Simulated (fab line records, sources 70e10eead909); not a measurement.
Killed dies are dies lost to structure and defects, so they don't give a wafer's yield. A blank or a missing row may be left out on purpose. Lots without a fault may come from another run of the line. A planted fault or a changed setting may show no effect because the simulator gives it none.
fab line records | flow nand_harc | part 1 of 2: steps 1 to 22 of 34
record lots=5 wafers=15 last_day=33
route steps=1302 shown A_SIN_REMOVE@951 A_WL_FILL@952 A_CONTACT@983
lots that met no fault: from a run of the same line without faults
start_h: hours from the record's first day to the start of the lot's first wafer shown | wait_h: hours since the lot's step before | " the same as in the row above | L1.1+2: a row that stands for several wafers | - no value, or no start given | * or withheld: withheld | < > ~ a bound
route shown NAME@n: a module of which the file shows steps, and the number in the route of the first | usual: mean/standard deviation of fault-free wafers | same: alike in all rows | chamber/n: place in a boat | sites: the reading at each site | _std_site: their standard deviation | _edge_site: outer sites' mean less inner sites' | radius_mm: how far each site lies from the wafer's centre | mask NAME#n: copy n | behind: the tool/chamber that last shaped the wafer | hold: why the lot was held/for how many hours/how that ended | device: the transistor (n, p or np) that didn't switch | end of line: the same wafers' tests at the end of the route | a step without rows: its recipe alone | killed: dies lost to structure and defects at the first sort, not the wafer's yield | map: a wafer's dies, x killed, . not, _ none there
set.NAME: the setting as run; set.NAME@STEP: as run at that earlier step | model.NAME: the simulator's own value behind a step, which no gauge read
lots at some steps of the route; a table a step, a row a wafer
services: from which hour (start_h, from the record's first day; less than 0 if before it) a tool's chamber was out of use, for how many hours, and why
## steps
# step NHARC_A_SIN_REMOVE_INSPECT_04
# usual raw_defect_count=397/100
# columns lot.wafer tool chamber start_h wait_h raw_defect_count
L077.1 defect_inspect-02 - 536.17 0.0 330
L077.5 " - " " 384
L077.6 " - " " 290
L086.2 defect_inspect-02 - 565.18 0.0 388
L086.5 " - " " 246
L086.6 " - " " 273
L085.2 defect_inspect-01 - 574.92 0.0 314
L085.3 " - " " 429
L085.5 " - " " 295
L093.1 defect_inspect-02 - 670.63 0.0 376
L093.2 " - " " 499
L093.3 " - " " 552
L096.4 defect_inspect-02 - 691.54 0.0 283
L096.5 " - " " 247
L096.6 " - " " 303
# step NHARC_A_WL_FILL_ALD_00
# recipe target_thk_a=30 pulse_time_s=3 ald_cycles=30 temp_c=300 material=Al2O3
# usual heater_power_w=493/47 precursor_pulse_height_rel=0.999/0.02
# columns lot.wafer tool chamber start_h wait_h heater_power_w precursor_pulse_height_rel since_wet_clean_h
L077.1 ald_hk-04 2 537.18 1.0 434 0.978 90
L077.5 " 2 " " 442 1.034 -
L077.6 " 3 " " 471 0.982 -
L086.2 ald_hk-02 0 565.32 0.1 508 1.026 29
L086.5 " 1 " " 460 1.009 -
L086.6 " 2 " " 568 0.968 -
L085.3 ald_hk-04 0 575.01 0.1 502 1.007 128
L085.2 " 2 " " 450 0.987 128
L085.5 " 0 " " 491 0.996 -
L093.1 ald_hk-03 0 670.70 0.1 386 0.959 92
L093.3 " 2 " " 462 1.031 92
L093.2 " 3 " " 522 0.949 92
L096.4 ald_hk-02 2 691.68 0.1 574 1.021 156
L096.5 " 3 " " 529 1.017 -
L096.6 " 0 " " 523 1.010 -
# step NHARC_A_WL_FILL_RTA_01
# recipe temp_c=1000 time_s=5
# usual lamp_power_pct=31.70/0.044 lamp_zone_3_pct=31.69/0.046 wafer_temp_C_max=1005.3/1.5
# columns lot.wafer tool chamber start_h wait_h lamp_power_pct lamp_zone_3_pct wafer_temp_C_max
L077.1 rtp_anneal-02 0 537.45 - 31.65 31.73 1005.0
L077.5 " 0 " " 31.65 31.69 1004.8
L077.6 " 0 " " 31.68 31.67 1004.5
L086.2 rtp_anneal-02 0 565.53 - 31.67 31.63 1003.3
L086.5 " 0 " " 31.70 31.59 1004.6
L086.6 " 0 " " 31.61 31.62 1002.9
L085.2 rtp_anneal-02 0 575.28 - 31.63 31.71 1004.7
L085.3 " 0 " " 31.69 31.65 1004.6
L085.5 " 0 " " 31.64 31.66 1004.8
L093.1 rtp_anneal-01 0 670.96 - 31.74 31.77 1004.2
L093.2 " 0 " " 31.74 31.72 1005.2
L093.3 " 0 " " 31.77 31.70 1004.6
L096.4 rtp_anneal-02 0 691.94 - 31.69 31.77 1005.0
L096.5 " 0 " " 31.69 31.67 1005.8
L096.6 " 0 " " 31.70 31.71 1004.6
# step NHARC_A_WL_FILL_ALD_02
# recipe target_thk_a=20 pulse_time_s=3 ald_cycles=100 temp_c=450 material=TiN
# usual heater_power_w=1075/100 precursor_pulse_height_rel=1.000/0.022
# columns lot.wafer tool chamber start_h wait_h heater_power_w precursor_pulse_height_rel since_wet_clean_h
L077.1 ald_metal-01 3 537.67 0.2 985 0.978 2
L077.5 " 3 " " 971 1.026 -
L077.6 " 0 " " 979 1.024 -
L086.2 ald_metal-04 3 565.71 0.2 1215 1.002 82
L086.6 " 3 " " 1203 1.008 -
L086.5 " 0 " " 870 1.004 -
L085.3 ald_metal-04 3 575.50 0.2 1207 1.013 92
L085.2 " 0 " " 899 0.978 92
L085.5 " 3 " " 1155 0.993 -
L093.2 ald_metal-03 2 671.17 0.2 1080 0.997 93
L093.1 " 3 " " 1061 1.038 93
L093.3 " 0 " " 1152 0.988 93
L096.4 ald_metal-03 3 692.14 0.2 1065 0.975 114
L096.6 " 2 " " 1074 1.008 -
L096.5 " 3 " " 1039 1.004 -
# step NHARC_A_WL_FILL_CVD_03
# recipe target_thk_a=400 temp_c=300 pressure_torr=40 wf6_flow_sccm=40 h2_flow_sccm=1600 ar_flow_sccm=1560 time_s=279 material=W
# usual heater_power_w=454/39 throttle_valve_pct=7.95/0.29
# columns lot.wafer tool chamber start_h wait_h heater_power_w since_wet_clean_h throttle_valve_pct
L077.1 cvd_w-02 1 538.16 0.1 474 75 8.04
L077.5 " 0 " " 492 - 8.34
L077.6 " 1 " " 472 - 8.02
L086.2 cvd_w-02 0 566.15 0.1 516 103 8.28
L086.5 " 0 " " 515 - 8.27
L086.6 " 1 " " 488 - 7.76
L085.2 cvd_w-01 0 575.90 0.1 421 16 7.57
L085.3 " 1 " " 424 - 7.50
L085.5 " 1 " " 421 - 7.41
L093.1 cvd_w-01 1 671.61 0.1 415 112 7.63
L093.2 " 0 " " 411 112 7.82
L093.3 " 1 " " 427 - 7.87
L096.4 cvd_w-02 1 692.69 0.2 469 - 7.90
L096.6 " 0 " " 481 - 8.41
L096.5 " 1 " " 484 - 7.92
# step NHARC_A_WL_FILL_ETCHBACK_04
# recipe target_depth_a=600 time_s=120 chemistry=NF3
# usual drypump_motor_current_A=5.78/0.29 oes_product_au=0.994/0.0077
# columns lot.wafer tool chamber start_h wait_h drypump_motor_current_A oes_product_au rf_hours_counter_h
L077.1 rie_metal-02 1 538.48 0.3 5.61 0.998 1.4
L077.6 " 1 " " 5.59 0.993 -
L077.5 " 0 " " 5.28 1.003 -
L086.2 rie_metal-01 0 566.52 0.3 5.70 0.993 2.9
L086.6 " 0 " " 5.70 0.993 -
L086.5 " 1 " " 6.05 0.996 -
L085.2 rie_metal-02 1 576.30 0.4 5.58 0.992 2.1
L085.3 " 1 " " 5.57 0.984 -
L085.5 " 0 " " 5.27 0.986 -
L093.2 rie_metal-03 0 671.98 0.3 6.02 0.986 2.0
L093.1 " 1 " " 6.30 0.984 2.0
L093.3 " 1 " " 6.29 0.988 -
L096.4 rie_metal-01 1 693.01 0.3 6.03 1.014 -
L096.5 " 0 " " 5.71 1.006 -
L096.6 " 1 " " 6.05 1.007 -
# step NHARC_A_WL_FILL_ETCHBACK_05
# recipe target_depth_a=220 time_s=60 temp_c=40 chemistry=Cl2/BCl3
# usual drypump_motor_current_A=5.79/0.29 oes_product_au=0.998/0.0079 temp_c=40.00/0.11
# columns lot.wafer tool chamber start_h wait_h drypump_motor_current_A oes_product_au rf_hours_counter_h temp_c
L077.1 rie_metal-02 0 538.72 0.2 5.28 1.009 1.5 40.01
L077.5 " 0 " " 5.28 1.011 - 40.10
L077.6 " 1 " " 5.56 1.000 - 39.96
L086.2 rie_metal-01 0 566.76 0.2 5.72 0.997 3.0 39.90
L086.6 " 0 " " 5.70 0.999 - 39.72
L086.5 " 1 " " 6.02 0.992 - 39.91
L085.2 rie_metal-02 1 576.52 0.2 5.56 0.998 2.3 40.00
L085.3 " 0 " " 5.30 1.018 - 40.03
L085.5 " 1 " " 5.56 0.999 - 40.12
L093.2 rie_metal-03 1 672.22 0.2 6.32 0.991 2.2 39.97
L093.1 " 0 " " 6.00 0.990 2.2 40.09
L093.3 " 1 " " 6.29 0.994 - 39.93
L096.4 rie_metal-01 1 693.18 0.1 6.04 0.992 - 39.78
L096.5 " 0 " " 5.69 0.999 - 40.10
L096.6 " 1 " " 6.04 1.000 - 39.92
# step NHARC_A_WL_FILL_STRIP_27
# recipe power_w=1500 temp_c=250 time_s=20 chemistry=N2/H2
# usual drypump_motor_current_A=5.6/0.34 heater_power_w=334/13 temp_c=250.03/0.19
# columns lot.wafer tool chamber start_h wait_h drypump_motor_current_A heater_power_w rf_hours_counter_h temp_c
L077.1 plasma_asher-02 0 538.86 0.1 5.4 343 23 249.88
L077.6 " 0 " " 5.4 344 - 250.21
L077.5 " 1 " " 6.1 340 - 250.03
L086.2 plasma_asher-02 1 566.92 0.1 6.1 344 27 250.09
L086.5 " 0 " " 5.4 341 - 249.98
L086.6 " 1 " " 6.1 337 - 250.08
L085.2 plasma_asher-01 1 576.67 0.1 5.2 346 8 250.22
L085.3 " 1 " " 5.2 343 - 250.01
L085.5 " 0 " " 5.8 313 - 249.92
L093.2 plasma_asher-01 1 672.36 0.1 5.2 340 29 250.07
L093.1 " 0 " " 5.8 308 29 249.99
L093.3 " 0 " " 5.9 318 - 249.91
L096.4 plasma_asher-02 1 693.35 0.2 6.1 344 - 250.06
L096.5 " 0 " " 5.4 345 - 250.01
L096.6 " 1 " " 6.1 332 - 250.02
# step NHARC_A_WL_FILL_STRIP_28
# recipe time_s=1200 temp_c=72.5 chemistry=post_etch_residue_remover
# usual bath_guard_temp_C=72.5/0.57 temp_c=72.49/0.13
# columns lot.wafer tool chamber start_h wait_h bath_guard_temp_C temp_c
L077.6 wet_bench-02 1 539.06 0.1 72.6 72.55
L077.5 " 2 " " 72.7 72.62
L077.1 " 3 " " 73.2 72.45
L086.5 wet_bench-09 6 567.08 0.1 72.3 72.63
L086.6 " 0 " " 73.1 72.47
L086.2 " 2 " " 72.7 72.30
L085.5 wet_bench-02 2 576.83 0.1 73.1 72.35
L085.2 " 3 " " 72.6 72.56
L085.3 " 5 " " 73.1 72.61
L093.1 wet_bench-09 2 672.57 0.2 72.3 72.32
L093.3 " 3 " " 72.7 72.43
L093.2 " 4 " " 72.5 72.33
L096.5 wet_bench-09 1 693.46 0.1 71.4 72.46
L096.4 " 4 " " 72.3 72.47
L096.6 " 6 " " 72.2 72.55
# step NHARC_A_WL_FILL_PRECLEAN_06
# recipe time_s=300 chemistry=DIW
# columns lot.wafer tool chamber start_h wait_h
L077.6+5+1 wet_bench-02 1,2,3 - -
L086.5+6+2 wet_bench-09 6,0,2 - -
L085.5+2+3 wet_bench-02 2,3,5 - -
L093.1+3+2 wet_bench-09 2,3,4 - -
L096.5+4+6 wet_bench-09 1,4,6 - -
# step NHARC_A_WL_FILL_SRD_07
# columns lot.wafer tool chamber start_h wait_h
L077.6+5+1 wet_bench-02 1,2,3 - -
L086.5+6+2 wet_bench-09 6,0,2 - -
L085.5+2+3 wet_bench-02 2,3,5 - -
L093.1+3+2 wet_bench-09 2,3,4 - -
L096.5+4+6 wet_bench-09 1,4,6 - -
# step NHARC_A_WL_FILL_ANNEAL_08
# recipe temp_c=450 time_s=1800
# usual tube_center_temp_C_max=451.16/0.22
# columns lot.wafer tool chamber start_h wait_h tube_center_temp_C_max
L077.1 furnace-04 0 542.64 - 451.12
L077.5 " 0 " " 451.41
L077.6 " 0 " " 451.33
L086.2 furnace-08 0 570.30 - 451.22
L086.5 " 0 " " 451.16
L086.6 " 0 " " 451.09
L085.2 furnace-04 0 578.65 - 451.19
L085.3 " 0 " " 451.17
L085.5 " 0 " " 450.89
L093.1 furnace-08 0 675.78 - 451.19
L093.2 " 0 " " 450.97
L093.3 " 0 " " 451.16
L096.4 furnace-08 0 696.86 - 451.57
L096.5 " 0 " " 451.16
L096.6 " 0 " " 451.59
# step NHARC_A_WL_FILL_ALD_10
# recipe target_thk_a=500 pulse_time_s=10 ald_cycles=500 temp_c=300 material=SiO2
# usual heater_power_w=485/48 precursor_pulse_height_rel=1.000/0.018
# columns lot.wafer tool chamber start_h wait_h heater_power_w precursor_pulse_height_rel since_wet_clean_h
L077.1 ald_hk-02 2 545.18 1.1 556 0.981 10
L077.6 " 0 546.22 2.1 516 0.999 -
L077.5 " 1 " " 478 1.010 -
L086.2 ald_hk-04 1 572.87 1.1 521 0.999 126
L086.5 " 3 573.91 2.1 481 0.982 -
L086.6 " 0 " " 509 1.012 -
L085.2 ald_hk-03 0 580.64 0.6 370 1.013 3
L085.3 " 2 581.66 1.6 465 0.948 4
L085.5 " 3 " " 513 1.000 -
L093.1 ald_hk-02 0 677.28 0.1 526 0.966 142
L093.2 " 1 " " 476 0.993 143
L093.3 " 2 " " 561 1.033 143
L096.4 ald_hk-03 0 698.79 0.5 387 0.966 121
L096.5 " 0 700.83 2.5 389 0.993 -
L096.6 " 1 " " 526 0.988 -
# step NHARC_A_WL_FILL_ETCHBACK_16
# recipe target_depth_a=1200 time_s=24 c4f8_flow_sccm=withheld o2_flow_sccm=8 ar_flow_sccm=withheld rf_w=600 bias_w=800 chemistry=C4F8/O2/Ar
# usual bias_w=800.2/2.6 oes_product_au=0.98/0.032 rf_fwd_power_W=590/3.2 rf_vpp_V=724/3.3
# columns lot.wafer tool chamber start_h wait_h bias_w oes_product_au rf_fwd_power_W rf_hours_counter_h rf_vpp_V
L077.1 rie_diel-05 2 - - 801.6 0.97 591 4.4 727
L077.6 " 3 " " 800.4 0.98 593 - 719
L077.5 " 0 " " 800.1 1.00 597 - 724
L086.2 rie_diel-03 1 - - 800.2 1.00 589 3.6 722
L086.6 " 2 " " 799.1 1.00 589 - 722
L086.5 " 1 " " 801.6 1.01 588 - 723
L085.3 rie_diel-05 2 - - 804.0 0.97 591 6.2 728
L085.2 " 0 " " 798.5 1.01 594 7.1 725
L085.5 " 2 " " 799.0 0.98 591 - 726
L093.3 rie_diel-05 0 - - 799.5 1.00 594 5.2 725
L093.1 " 2 " " 798.9 0.99 593 5.4 726
L093.2 " 3 " " 793.0 1.01 590 4.8 722
L096.4 rie_diel-08 0 - - 801.4 0.91 593 - 725
L096.5 " 2 " " 802.4 0.91 593 - 716
L096.6 " 3 " " 796.3 0.91 588 - 725
# step NHARC_A_WL_FILL_STRIP_29
# recipe time_s=20 o2_flow_sccm=500 ar_flow_sccm=0 bias_w=0 chemistry=O2
# usual drypump_motor_current_A=5.7/0.52 oes_product_au=1.001/0.01 rf_vpp_V=57.8/0.97 showerhead_plenum_p_Torr=3.54/0.11 throttle_valve_pct=17.037/0.0097
# same bias_w=0
# columns lot.wafer tool chamber start_h wait_h drypump_motor_current_A oes_product_au rf_hours_counter_h rf_vpp_V showerhead_plenum_p_Torr throttle_valve_pct
L077.1 rie_diel-05 1 548.91 0.1 5.9 0.997 4.9 58.5 3.62 17.027
L077.5 " 2 " " 5.1 0.979 - 56.4 3.67 17.037
L077.6 " 3 " " 4.7 0.979 - 57.6 3.43 17.029
L086.2 rie_diel-03 2 576.63 0.1 5.0 0.997 3.6 57.6 3.51 17.040
L086.5 " 1 " " 5.9 1.009 - 58.3 3.54 17.029
L086.6 " 0 " " 6.2 1.002 - 56.8 3.48 17.028
L085.3 rie_diel-05 2 584.84 0.1 5.1 0.973 6.2 58.1 3.67 17.028
L085.2 " 3 " " 4.7 0.982 7.2 56.1 3.43 17.031
L085.5 " 0 " " 5.9 1.010 - 59.5 3.57 17.044
L093.2 rie_diel-05 0 682.01 0.1 5.8 0.990 5.3 57.3 3.57 17.029
L093.3 " 1 " " 5.8 0.998 5.9 57.7 3.62 17.029
L093.1 " 2 " " 5.1 0.991 5.5 57.6 3.67 17.047
L096.6 rie_diel-08 0 703.53 0.1 5.8 0.992 - 57.1 3.56 17.029
L096.5 " 2 " " 5.9 1.010 - 58.8 3.30 17.035
L096.4 " 3 " " 6.5 1.002 - 57.5 3.60 17.038
# step NHARC_A_WL_FILL_ETCHBACK_17
# recipe target_depth_a=40 time_s=26.7 chemistry=Cl2/BCl3
# usual drypump_motor_current_A=5.9/0.34 oes_product_au=0.995/0.0081
# columns lot.wafer tool chamber start_h wait_h drypump_motor_current_A oes_product_au rf_hours_counter_h
L077.1 rie_metal-01 1 549.01 - 6.1 1.004 2.8
L077.5 " 0 " " 5.7 0.999 -
L077.6 " 1 " " 6.1 0.999 -
L086.2 rie_metal-03 1 576.74 - 6.3 1.000 0.8
L086.6 " 0 " " 6.0 0.986 -
L086.5 " 1 " " 6.3 1.001 -
L085.2 rie_metal-01 0 584.94 - 5.7 1.000 0
L085.3 " 0 " " 5.7 1.000 -
L085.5 " 1 " " 6.1 1.004 -
L093.1 rie_metal-02 1 682.09 - 5.6 0.987 0.5
L093.2 " 0 " " 5.3 1.000 0.5
L093.3 " 1 " " 5.6 0.986 -
L096.4 rie_metal-02 1 703.67 - 5.6 0.977 -
L096.5 " 0 " " 5.3 1.013 -
L096.6 " 1 " " 5.6 0.986 -
# step NHARC_A_WL_FILL_PRECLEAN_18
# recipe time_s=30 chemistry=dHF
# columns lot.wafer tool chamber start_h wait_h
L077.1+5+6 wet_bench-02 6,2,3 549.17 0.1
L086.2+5+6 wet_bench-01 2,4,6 576.91 0.1
L085.5+3+2 wet_bench-02 6,0,2 585.11 0.1
L093.2+3+1 wet_bench-01 0,3,5 682.32 0.2
L096.6+4+5 wet_bench-02 0,3,4 703.79 0.1
# step NHARC_A_WL_FILL_SRD_21
# columns lot.wafer tool chamber start_h wait_h
L077.1+5+6 wet_bench-02 6,2,3 549.20 0.0
L086.2+5+6 wet_bench-01 2,4,6 576.93 0.0
L085.5+3+2 wet_bench-02 6,0,2 585.13 0.0
L093.2+3+1 wet_bench-01 0,3,5 - -
L096.6+4+5 wet_bench-02 0,3,4 703.82 0.0
# step NHARC_A_WL_FILL_CVD_23
# recipe target_thk_a=400 temp_c=620 pressure_mtorr=200 time_s=800 material=poly-Si
# columns lot.wafer tool chamber start_h wait_h
L077.1+5+6 lpcvd_poly-04 0 551.54 2.3
L086.2+5+6 lpcvd_poly-04 0 580.96 4.0
L085.2+3+5 lpcvd_poly-04 0 587.48 -
L093.1+2+3 lpcvd_poly-02 0 684.80 2.4
L096.4+5+6 lpcvd_poly-04 0 707.06 3.2
# step NHARC_A_WL_FILL_ETCHBACK_26
# recipe target_depth_a=520 time_s=13.3 hbr_flow_sccm=150 rf_w=350 icp_w=350 bias_w=60 chemistry=HBr
# usual bias_w=60.01/0.17 drypump_motor_current_A=6.0/0.51 hbr_flow_sccm=150.0/0.48 oes_product_au=1.005/0.01 rf_fwd_power_W=343.1/1.6 throttle_valve_pct=23.265/0.0097
# columns lot.wafer tool chamber start_h wait_h bias_w drypump_motor_current_A hbr_flow_sccm oes_product_au rf_fwd_power_W rf_hours_counter_h throttle_valve_pct
L077.1 rie_si-05 3 554.11 0.4 60.04 6.5 150.5 1.001 343.2 0.4 23.267
L077.6 " 0 " " 60.07 6.0 149.4 1.004 344.8 - 23.269
L077.5 " 1 " " 60.20 5.7 149.7 1.008 343.9 - 23.268
L086.2 rie_si-05 3 583.61 0.4 60.30 6.5 150.0 1.005 341.2 0.6 23.269
L086.5 " 0 " " 60.19 6.0 150.2 1.006 343.1 - 23.260
L086.6 " 1 " " 60.24 5.7 150.1 1.017 342.3 - 23.264
L085.3 rie_si-03 1 590.08 0.4 59.89 6.6 149.7 0.984 341.4 0.0 23.269
L085.2 " 2 " " 59.90 6.0 149.9 1.020 340.8 0.0 23.270
L085.5 " 1 " " 60.19 6.6 150.2 1.009 342.1 - 23.256
L093.3 rie_si-04 3 687.36 0.4 60.27 5.9 149.7 0.989 345.6 1.1 23.262
L093.2 " 1 " " 60.05 5.5 150.1 1.007 339.7 1.0 23.263
L093.1 " 2 " " 59.94 6.1 149.7 1.005 343.5 1.0 23.259
L096.4 rie_si-04 1 709.66 0.4 59.92 5.5 150.1 0.996 341.1 0.1 23.258
L096.5 " 2 " " 60.16 6.1 150.1 0.987 344.3 - 23.285
L096.6 " 3 " " 60.29 5.9 149.2 0.982 345.2 - 23.260
# step NHARC_A_WL_FILL_PRECLEAN_30
# recipe time_s=10 chemistry=dHF
# columns lot.wafer tool chamber start_h wait_h
L077.6+1+5 wet_bench-01 0,1,2 554.22 0.1
L086.5+2+6 wet_bench-02 4,5,7 583.72 0.1
L085.3+5+2 wet_bench-02 3,4,5 590.22 0.1
L093.3+1+2 wet_bench-01 6,0,1 687.50 0.1
L096.4+5+6 wet_bench-01 0,1,4 709.79 0.1
# step NHARC_A_WL_FILL_SRD_14
# columns lot.wafer tool chamber start_h wait_h
L077.6+1+5 wet_bench-01 0,1,2 554.24 0.0
L086.5+2+6 wet_bench-02 4,5,7 583.74 0.0
L085.3+5+2 wet_bench-02 3,4,5 590.24 0.0
L093.3+1+2 wet_bench-01 6,0,1 687.52 0.0
L096.4+5+6 wet_bench-01 0,1,4 709.82 0.0
